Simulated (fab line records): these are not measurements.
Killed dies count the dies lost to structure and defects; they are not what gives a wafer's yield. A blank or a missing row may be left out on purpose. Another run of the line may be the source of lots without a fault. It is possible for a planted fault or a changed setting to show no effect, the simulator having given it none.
A struck lot beside a sound one ; flow n5 finfet ; 15 steps out of a route of 1938
Sound: wafers L216.2, L216.3, L216.5. Struck: wafer L224.5 (L224.2, L224.6, from the same lot, were not struck and are left out); the cause is given at the end.
For every step that has rows: the tool of each side, followed by ch and its chambers, followed by its first start. Under that, the readings that differ: sound wafers ; struck wafers ; difference of the means ; sigmas: that difference in standard deviations of wafers without a fault.
alike: same words and numbers on both sides, and readings whose means sit less than 2 such deviations apart. not compared: any withheld reading, any reading some wafer has no value for, any bound like >300 that may hide the same value, and any number with overlapping values for which the record gives no deviation.
Wherever a step has rows on one side only, a row that says differs or no value, or a row with sigmas, the two part there. Non-overlapping numbers with no deviation appear without sigmas and do not part them. A reading missing from all wafers of one side parts the sides only when that side holds two or more wafers.

first, 6 steps without rows for these wafers: N5_BEOL_M3_COAT_05 (resist thk 30 nm); N5_BEOL_M3_EBR_07; N5_BEOL_M3_SOFTBAKE_06 (time 60 s); N5_BEOL_M3_EXPOSE_08 (exposes mask M3); N5_BEOL_M3_PEB_09 (peb time 60 s); N5_BEOL_M3_DEVELOP_10 (develop time 30 s).
N5_BEOL_M3_CD_MEAS_11: target cd 17.05 nm.
  sound on cd sem-01 ch 0, day 7 15:52; struck on cd sem-02 ch 0, day 10 04:48
  alike: cd nm
N5_BEOL_M3_OVL_MEAS_12:
  sound on overlay-01 ch 0, day 7 15:54; struck on overlay-02 ch 0, day 10 04:50
  alike: M3_OVL
N5_BEOL_M3_INSPECT_13: inspects for defects (brightfield).
  struck on defect inspect-01, day 10 04:53; sound on defect inspect-02, day 7 15:57
  alike: raw defect count
N5_BEOL_M3_DESCUM_16: chemistry O2, time 7 s.
  sound on rie diel-02 ch 0,1, day 7 16:11; struck on rie diel-02 ch 1, day 10 04:55
  alike: drypump motor current A, oes product au, rf vpp V, showerhead plenum p Torr, throttle valve pct
  not compared: rf hours counter h
N5_BEOL_M3_ETCH_74: etches underlayer in N2/H2, target depth 6.5 nm, time 5.2 s.
  sound on rie diel-02 ch 0,1, day 7 16:13; struck on rie diel-02 ch 1, day 10 04:57
reading;sound;struck;difference;sigmas
bias w (W);150.1 150.5 149.4;149.2;-0.8;-2
  alike: drypump motor current A, etch rf on time s, oes product au, rf vpp V, showerhead plenum p Torr, throttle valve pct
  not compared: rf hours counter h
N5_BEOL_M3_ETCH_63: etches SiARC in CF4, target depth 15.6 nm, time 26 s.
  sound on rie diel-02 ch 0,1, day 7 16:14; struck on rie diel-02 ch 1, day 10 04:58
  alike: bias w, drypump motor current A, etch rf on time s, oes product au, rf vpp V, showerhead plenum p Torr, throttle valve pct
  not compared: rf hours counter h
N5_BEOL_M3_ETCH_64: etches SOC in N2/H2, target depth 75 nm, overetch 15 nm, time 112.5 s.
  sound on rie diel-02 ch 0,1, day 7 16:15; struck on rie diel-02 ch 1, day 10 05:00
reading;sound;struck;difference;sigmas
bias w (W);150.4 150.0 150.4;181.0;+30.7;+70
rf vpp V (V);521.3 525.3 521.2;585.8;+63.2;+26
model.SiARC_of_BEOL_M3_COAT_62.thk nm (nm);7 7 7;5.6;-1.4;
  alike: drypump motor current A, oes product au, showerhead plenum p Torr, throttle valve pct
  not compared: rf hours counter h
then, 1 step without rows for these wafers: N5_BEOL_M3_STRIP_65 (strips in N2/H2).
-- here the record skips 2 days between the struck wafers' starts before and after, leaving off in module BEOL_M3 and picking up in module BEOL_M4 (first step shown: number 1111 of the route) --
N5_BEOL_M4_RC_MEAS_101:
  sound on prober-02 ch 0, day 9 00:58; struck on prober-01 ch 0, day 12 12:28
reading;sound;struck;difference;sigmas
ION_P (uA/um);491 473 479;462;-19;-2
SS_P (mV/dec);73.6 73.4 72.9;74.4;+1.1;+2
  alike: DIBL_N, DIBL_P, IOFF_N, IOFF_P, ION_N, SS_N, VT_N, VT_P

## WHERE THEY PART
At N5_BEOL_M3_ETCH_74 first; at N5_BEOL_M4_RC_MEAS_101 last (within this record only).

WHY: what the simulator had put in
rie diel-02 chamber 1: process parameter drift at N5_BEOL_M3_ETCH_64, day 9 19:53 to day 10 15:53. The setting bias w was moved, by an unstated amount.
